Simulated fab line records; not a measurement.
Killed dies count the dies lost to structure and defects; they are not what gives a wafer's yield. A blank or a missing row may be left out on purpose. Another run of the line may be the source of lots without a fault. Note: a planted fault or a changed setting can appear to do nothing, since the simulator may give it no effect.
fab line records    flow n5_finfet
record: lots: 4  wafers: 12  last_day: 17
route steps=1938 shown BEOL_M0_CUTY@706 BEOL_M0@715 PASSIVATION@1936
lots untouched by any fault: they come from a run of this same line in which no faults occurred
start_h: hours from the record's first day to the start of the lot's first wafer shown    wait_h: how many hours have passed since the lot's step before this one    " identical to the entry in the row above    L1.1+2: several wafers, shown together as one row    - no value present, or no start provided    * or withheld: withheld    < > ~ a bound
route shown NAME@n: a module of which the file shows steps, and the number in the route of the first    usual: mean/standard deviation of fault-free wafers    same: alike in all rows    chamber/n: place in a boat    sites: readings site by site    _std_site: how widely they spread, as a standard deviation    _edge_site: the outer-site mean with the inner-site mean subtracted    radius_mm: how far each site lies from the wafer's centre    mask NAME#n: copy n    behind: the most recent tool/chamber to have shaped the wafer    hold: why the lot was held/for how many hours/how that ended    device: the transistor (n, p or np) that didn't switch    end of line: tests of these same wafers at the route's end    a step without rows: its recipe alone    killed: count of dies lost to structure and defects at first sort (not the wafer's yield)    map: a wafer's dies, marking killed ones x, the rest . and places with no die _
set.NAME: the setting the step ran with; set.NAME@STEP: the setting that earlier step ran with    model.NAME: the simulator's own value behind a step, which no gauge read
lots at some steps of the route; a table a step, a row a wafer
services: from which hour (start_h, from the record's first day; less than 0 if before it) a tool's chamber was out of use, for how many hours, and why
== steps ==
step: N5_BEOL_M0_CUTY_PEB_55
recipe: peb_temp_c: 110  peb_time_s: 60  resist: CAR-ArF-block
step: N5_BEOL_M0_CUTY_DEVELOP_56
recipe: develop_time_s: 30  developer: TMAH  resist: CAR-ArF-block  rinse_liquid: diw  dry: air_spin  dev_temp_c: 23
step: N5_BEOL_M0_CUTY_DESCUM_61
recipe: chemistry: O2  time_s: 7.9  source_power_w: 50  bias_power_w: 20  pressure_mtorr: 20  rf_frequency_hz: 2.712e+07  temp_c: 40  resist: CAR-ArF-block  o2_flow_sccm: 225
step: N5_BEOL_M0_CUTY_ETCH_62
recipe: chemistry: CF4  target: SiARC  mask_material: CAR-ArF-block  time_s: 58.5  ion_energy_ev: 80  pressure_mtorr: 40  source_w: 545  bias_w: 36  Ar_flow_sccm: 100  cf4_flow_sccm: 100  ends: cleared
step: N5_BEOL_M0_CUTY_ETCH_63
recipe: chemistry: N2/H2  target: SOC  target_depth_a: 827  overetch_a: 165  mask_material: SiARC  temp_c: 40  ion_energy_ev: 200  time_s: 124  pressure_mtorr: 30  source_w: 840  bias_w: 150  n2_flow_sccm: 200  h2_flow_sccm: 200
step: N5_BEOL_M0_CUTY_STRIP_64
recipe: chemistry: N2/H2  temp_c: 40  n2_flow_sccm: 200  h2_flow_sccm: 200  rf_frequency_hz: 6e+07
step: N5_BEOL_M0_ETCH_138
recipe: chemistry: CH3F/O2  target_depth_a: 120  target: SiCN  time_s: 31.6  ion_energy_ev: 120  pressure_mtorr: 30  source_w: 395  bias_w: 75  Ar_flow_sccm: 150  CH3F_flow_sccm: 30  O2_flow_sccm: 20  ends: cleared
step: N5_BEOL_M0_HM_OPEN_105
recipe: chemistry: Cl2/BCl3  target_depth_a: 120  target: TiN  ion_energy_ev: 150  pressure_mtorr: 10  icp_w: 1000  bias_w: 126  Cl2_flow_sccm: 53.25  bcl3_flow_sccm: 21.75  Ar_flow_sccm: 25
step: N5_BEOL_M0_STRIP_140
recipe: chemistry: CF4  resist: SiARC  power_w: 300  bias_power_w: 75  pressure_mtorr: 50  cf4_flow_sccm: 150  rf_frequency_hz: 6e+07
step: N5_BEOL_M0_STRIP_104
recipe: chemistry: N2/H2  power_w: 450  temp_c: 40  pressure_mtorr: 20  rf_frequency_hz: 6e+07  overash_fraction: 0.3  bias_power_w: 7  h2_frac: 0.5  n2_flow_sccm: 200  h2_flow_sccm: 200
usual: drypump_motor_current_A: 5.6/0.54  n2_flow_sccm: 200.0/0.62  oes_product_au: 0.79/0.085  power_w: 450.1/1.4  rf_vpp_V: 59.4/1.6  showerhead_plenum_p_Torr: 2.56/0.091  temp_c: 39.99/0.11  throttle_valve_pct: 23.4/0.31
lot.wafer  tool         chamber  start_h  wait_h  drypump_motor_current_A  n2_flow_sccm  oes_product_au  power_w  rf_hours_counter_h  rf_vpp_V  showerhead_plenum_p_Torr  temp_c  throttle_valve_pct
L792.1     rie_diel-02  3        153.69   0.0     5.8                      200.1         0.80            448.5    101                 59.7      2.56                      39.95   23.5
L792.2     "            0        "        "       5.7                      200.2         0.86            449.8    58                  60.7      2.47                      39.90   23.0
L792.6     "            1        "        "       6.0                      200.4         0.71            451.6    -                   60.7      2.62                      39.93   23.8
L793.1     rie_diel-05  3        161.96   0.0     5.4                      200.9         0.69            450.5    236                 58.7      2.51                      39.94   23.7
L793.4     "            2        "        "       5.6                      200.2         0.80            447.7    100                 57.7      2.56                      39.83   23.5
L793.5     "            2        "        "       5.6                      200.9         0.80            451.6    -                   57.4      2.56                      39.84   23.5
L800.2     rie_diel-02  1        222.50   0.0     6.0                      198.6         0.70            450.8    233                 60.5      2.61                      39.99   23.8
L800.3     "            2        "        "       5.3                      200.3         0.87            448.9    54                  59.7      2.68                      40.04   23.1
L800.5     "            1        "        "       6.0                      200.0         0.70            450.5    -                   60.2      2.61                      40.08   23.8
L803.1     rie_diel-02  2        228.47   0.0     5.3                      200.1         0.87            451.3    56                  65.1      2.68                      40.01   23.0
L803.2     "            0        "        "       5.7                      199.4         0.81            452.3    88                  57.4      2.46                      39.89   23.1
L803.3     "            1        "        "       6.0                      200.4         0.68            448.3    236                 60.2      2.61                      40.06   23.8
step: N5_BEOL_M0_WET_ETCH_106
recipe: chemistry: DHF  dilution: 10:1  temp_c: 25  target: SiO2  target_depth_a: 1300  dry: ipa_marangoni  rinse_time_s: 30  rinse_temp_c: 23
step: N5_BEOL_M0_ETCH_128
recipe: chemistry: CF4/N2  target_depth_a: 120  overetch_a: 51  target: SiCN  time_s: 21.4  ion_energy_ev: 150  pressure_mtorr: 40  source_w: 430  bias_w: 70  Ar_flow_sccm: 100  cf4_flow_sccm: 60  n2_flow_sccm: 60
step: N5_BEOL_M0_TRENCH_ETCH_107
recipe: chemistry: C4F6/O2  target_depth_a: 328  target: SiOC  time_s: 16.4  ion_energy_ev: 250  pressure_mtorr: 30  source_w: 355  bias_w: 185  Ar_flow_sccm: 300  C4F6_flow_sccm: 10  O2_flow_sccm: 10
step: N5_BEOL_M0_STRIP_142
recipe: chemistry: N2/H2  time_s: 10  power_w: 450  temp_c: 40  pressure_mtorr: 20  rf_frequency_hz: 6e+07  bias_power_w: 7  n2_flow_sccm: 200  h2_flow_sccm: 200
step: N5_BEOL_M0_HM_STRIP_129
recipe: chemistry: peroxide_tin_strip  material: TiN  target_depth_a: 170  temp_c: 50  time_s: 108
step: N5_BEOL_M0_SRD_130
recipe: time_s: 30  temp_c: 23  rinse_liquid: diw  dry: ipa_marangoni
step: N5_BEOL_M0_ETCH_109
recipe: chemistry: CH3F/O2  target_depth_a: 80  overetch_a: 24  target: SiCN  time_s: 27.4  ion_energy_ev: 120  pressure_mtorr: 30  source_w: 395  bias_w: 75  Ar_flow_sccm: 150  CH3F_flow_sccm: 30  O2_flow_sccm: 20
step: N5_BEOL_M0_STRIP_139
recipe: chemistry: post_etch_residue_remover  time_s: 60  temp_c: 25  remover_ph: withheld  remover_water_wt_pct: withheld  remover_fluoride_wt_pct: withheld
step: N5_BEOL_M0_SRD_111
recipe: time_s: 30  temp_c: 23  rinse_liquid: diw  dry: ipa_marangoni
step: N5_BEOL_M0_DEGAS_112
recipe: ambient: vacuum  temp_c: 250  time_s: 60
step: N5_BEOL_M0_PRE_CLEAN_113
recipe: gas: H2/He  time_s: 30  temp_c: 250
step: N5_BEOL_M0_ALD_136
recipe: material: TaN  target_thk_a: *  temp_c: 275  ald_precursor_family: PDMAT  ald_co_reactant: NH3  pressure_torr: 3  carrier_flow_sccm: 1500  pulse_time_s: 2  purge_time_s: 3  co_reactant_purge_time_s: 2  co_reactant_pulse_time_s: 3  ald_cycles: 30  precursor_vessel_temp_c: 75  precursor_vessel_pressure_torr: 26.25  precursor_vessel_carrier_sccm: 1000
step: N5_BEOL_M0_SURFACE_TREAT_137
recipe: gas: Ar  time_s: *  ion_energy_ev: *  ion_current_ma_cm2: 0.5  pressure_mtorr: *  ar_flow_sccm: 30
step: N5_BEOL_M0_CVD_115
recipe: material: Co  target_thk_a: *  temp_c: withheld  precursor: CCTBA/H2  pressure_torr: 30  time_s: 120
step: N5_BEOL_M0_SPUTTER_116
recipe: material: Cu  target_thk_a: 40  temp_c: -20  chamber_pressure_pa: 0.07  power_w: withheld  time_s: 7.37
step: N5_BEOL_M0_ANNEAL_117
recipe: temp_c: 400  time_s: 60  ambient: vacuum
step: N5_BEOL_M0_SPUTTER_132
recipe: material: Cu  target_thk_a: 40  temp_c: -20  chamber_pressure_pa: 0.07  power_w: withheld  time_s: 7.37
step: N5_BEOL_M0_ANNEAL_133
recipe: temp_c: 400  time_s: 60  ambient: vacuum
step: N5_BEOL_M0_SPUTTER_134
recipe: material: Cu  target_thk_a: 40  temp_c: -20  chamber_pressure_pa: 0.07  power_w: withheld  time_s: 7.37
step: N5_BEOL_M0_ANNEAL_135
recipe: temp_c: 400  time_s: 60  ambient: vacuum
step: N5_BEOL_M0_SPUTTER_141
recipe: material: Cu  target_thk_a: 40  temp_c: -20  chamber_pressure_pa: 0.07  power_w: withheld  time_s: 7.37
step: N5_BEOL_M0_ECD_118
recipe: material: Cu  target_thk_a: 3000
step: N5_BEOL_M0_ANNEAL_119
recipe: temp_c: 225  time_s: 90  ambient: N2
step: N5_BEOL_M0_CMP_120
recipe: stop_on: SiOC  t_overpolish_s: 6.9  down_force_psi: 1  platen_rpm: 50  clearing_platen_down_force_psi: 1.5  clearing_platen_rpm: 50  post_cmp_clean: cu_alkaline  clearing_platen_pad_velocity_m_s: 0.99484  pad_velocity_m_s: 0.99484
step: N5_BEOL_M0_PRE_CLEAN_131
recipe: gas: NH3/H2  time_s: 15  temp_c: *  rf_power_w: 300
step: N5_BEOL_M0_CO_CAP_123
recipe: material: Co  target_thk_a: 20  temp_c: 200  precursor: CCTBA/H2  pressure_torr: 30  time_s: 102.1
step: N5_BEOL_M0_PRE_CLEAN_124
recipe: gas: NH3  time_s: 15  temp_c: withheld  rf_power_w: 300
step: N5_PASSIVATION_PROBE_49
usual: defect_limited_yield: 91.2/1.6  killed_at_M0_to_M3: 34/11  killed_at_M4_up: 14/5.7  killed_at_contacts: 14/6.6  killed_at_front_end: 37/10  killed_at_other: 4/3.2  killed_dies: 104/19  killed_on_rim: 14/4.1  killed_open: 69/13  killed_short: 33/8.7  sort_bin_5_function: 5.1/1  sort_bin_6_memory: 3.3/0.76  sort_n_pass: 1076/19  sort_yield_pct: 91.2/1.6
same: gross_dies: 1180  killed_at_back_side: 0  sort_bin_4_leakage[%]: 0  sort_bin_8_speed[%]: 0
lot.wafer  tool       chamber  start_h  wait_h  defect_limited_yield[%]  killed_at_M0_to_M3  killed_at_M4_up  killed_at_contacts  killed_at_front_end  killed_at_other  killed_dies  killed_on_rim  killed_open  killed_short  sort_bin_5_function[%]  sort_bin_6_memory[%]  sort_n_pass  sort_yield_pct[%]
L792.1     prober-02  -        305.00   0.0     92.1                     30                  12               17                  32                   2                93           12             68           25            5.1                     2.6                   1087         92.1
L792.2     prober-02  -        305.05   0.1     90.4                     37                  12               21                  38                   5                113          18             70           40            5.4                     3.7                   1067         90.4
L792.6     prober-02  -        305.25   0.3     92.3                     35                  18               11                  26                   1                91           11             58           33            4.4                     2.8                   1089         92.3
L800.2     prober-01  -        366.15   0.1     87.0                     110                 3                7                   31                   2                153          16             42           21            8.4                     2.9                   1027         87.0
L800.5     prober-01  -        366.30   0.2     85.0                     120                 7                11                  35                   4                177          21             61           26            10.1                    4.2                   1003         85.0
L803.3     prober-01  -        395.83   0.1     82.7                     144                 15               8                   34                   3                204          21             76           25            10.6                    4.8                   976          82.7
killed by level:class
L792.1 MOL_CONTACT_COAG:geometric_particle:open=13 BEOL_M1:geometric_particle:open=10 STI_FIN_REVEAL:geometric_particle:open=7 BEOL_M2:geometric_particle:open=6 GATE_CUT:geometric_particle:short=5 BEOL_M0_SAQP:geometric_particle:open=5 BEOL_M4:geometric_particle:open=5 GATE_CUT:geometric_particle:open=4
L792.2 MOL_CONTACT_COAG:geometric_particle:open=12 BEOL_M0_SAQP:geometric_particle:short=10 BEOL_M0_SAQP:geometric_particle:open=10 STI_FIN_REVEAL:geometric_particle:open=9 MOL_CONTACT_COAG:geometric_particle:short=9 BEOL_M2:geometric_particle:open=9 BEOL_M4:geometric_particle:open=8 GATE_CUT:geometric_particle:short=6
L792.6 MOL_CONTACT_COAG:geometric_particle:open=8 BEOL_M0_SAQP:geometric_particle:open=8 BEOL_M3:geometric_particle:open=7 FIN_SAQP:geometric_particle:short=6 BEOL_M1:geometric_particle:open=6 GATE_CUT:geometric_particle:short=5 BEOL_M0_SAQP:geometric_particle:short=5 BEOL_M5:geometric_particle:open=5
L800.2 BEOL_M0:unspecified=89 STI_FIN_REVEAL:geometric_particle:open=7 BEOL_M0_SAQP:geometric_particle:short=7 FIN_SAQP:geometric_particle:short=6 BEOL_M0_SAQP:geometric_particle:open=6 MOL_CONTACT_COAG:geometric_particle:open=5 FIN_SAQP:geometric_particle:open=4 DUMMY_GATE:geometric_particle:open=3
L800.5 BEOL_M0:unspecified=89 MOL_CONTACT_COAG:geometric_particle:open=10 BEOL_M3:geometric_particle:open=9 FIN_SAQP:geometric_particle:open=7 BEOL_M1:geometric_particle:open=6 STI_FIN_REVEAL:geometric_particle:open=5 ILD0:geometric_particle:open=5 BEOL_M1:geometric_particle:short=5
L803.3 BEOL_M0:unspecified=99 BEOL_M0_SAQP:geometric_particle:open=12 FIN_SAQP:geometric_particle:open=9 BEOL_M2:geometric_particle:open=9 MOL_CONTACT_COAG:geometric_particle:open=7 BEOL_M3:geometric_particle:open=7 BEOL_M7:geometric_particle:open=6 FIN_SAQP:geometric_particle:short=4
map L800.5 (x killed, . not)
_________________........x...________________
______________...x......x....x.._____________
___________...........x............__________
__________x...x..................x.._________
________x.........................xxx._______
_______.x........................xx.x.x______
______.x.....x....x.......x...x...xxxx.x_____
_____............x.....x.........xxxxxxx.____
____........x.........xxx.....xxxxxxxxx...___
___...x..........x.........xx.xxxxxxxxxx...__
___.................x...x....xxxxxxxxxx.x..__
__...x.....................x.x.xxxxxxxxxx..._
__.........x......x.........x.xxxxxxxxx..xx._
_.x..........xx.xx...x..x...x..xxxxxxxxx.x...
_...x....x....xx................x.xxx.x...x..
_.........x..............x......x..xxx.......
_.........x............x.....................
_...........x..................x....x........
_...................x.x.........x...x........
_..x.........................xx......xx......
_............................................
__......x.......x..x..........x........x.x.._
__................x.............x..........._
___.....................x..................__
___..................................x.....__
____......................................___
_____....x.............................x.____
______.x................x..............._____
_______................x...x...........______
________.........x.x...............x.._______
__________...x....................x._________
___________x..................x.x..__________
______________................x._____________
_________________...x........________________
map L803.3 (x killed, . not)
_________________............________________
______________.................._____________
___________.......x......x.......x.__________
__________x............x.x.........._________
________......................x.....x._______
_______..x..................x..x.x.xx.x______
______.......x....x.......x.xx...x.xxx.._____
_____.xx........x.........x....xxxxxxxx.x____
____x....................x...x.xxxxxxxxx..___
___..x.........x..x.x....x..xxxxxxxxxxxxxx.__
___.......................x.x..xxxxxxxxxx.x__
__...x..x..............x......xxxxxxxx.xxx.._
__.x.x...x....x.....x.........xxxxxxxxxxxxx._
_.........................xx.x.xxxxxxx.xx..x.
_................x.....x..x....x.xxxxx..x....
_.........xx.....x.........x.xx..x.....x..x.x
_...x....x..................x....x..x..x.....
_........................x...........x.....x.
_................x.x.......x.....x...........
_....x...x.........x.........................
_........x.............x....................x
__..................x..............xx......._
__.......x....x........x...x............x..._
___...x...........x........................__
___............x.............x......x......__
____...........x...x.x...x..x.............___
_____.........x.........x............x.xx____
______..........x.....................x._____
_______.......x....x.................xx______
________........................x....._______
__________..................x......._________
___________.............x.x..x.xx..__________
______________......x........x.._____________
_________________.x..........________________
== services ==
tool         chamber  start_h  hours  kind
rie_diel-05  1        129.72   -      clean
rie_diel-05  1        129.72   -      consumable_replace:focus_ring
rie_diel-05  1        129.72   12.8   scheduled_down
rie_diel-05  1        129.72   12.8   vent_cycle
rie_diel-02  0        151.41   1.6    repair
rie_diel-05  3        198.03   -      clean
rie_diel-05  3        198.03   -      consumable_replace:focus_ring
rie_diel-05  3        198.03   19.4   scheduled_down
rie_diel-05  3        198.03   19.4   vent_cycle
== key ==
first_sign: step: N5_PASSIVATION_PROBE_49  reading: killed_at_M0_to_M3  direction: up  sigmas: 8.3  usual: 34  struck: 125
effect: step: N5_PASSIVATION_PROBE_49  reading: killed_dies  direction: up  sigmas: 3.8  usual: 104  struck: 178
more_kills_born_at: N5_BEOL_M0_STRIP_104@rie_diel-02: 277
met_at N5_BEOL_M0_STRIP_104
struck_wafers L800.2,L800.5,L803.3
onset_between 153.69 222.50
fault: kind: chamber_particle_source  tool: rie_diel-02  chamber: 1  onset_h: 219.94  steps: N5_BEOL_M0_STRIP_104  rate_per_visit_cm2: 0.40719  end_h: 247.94
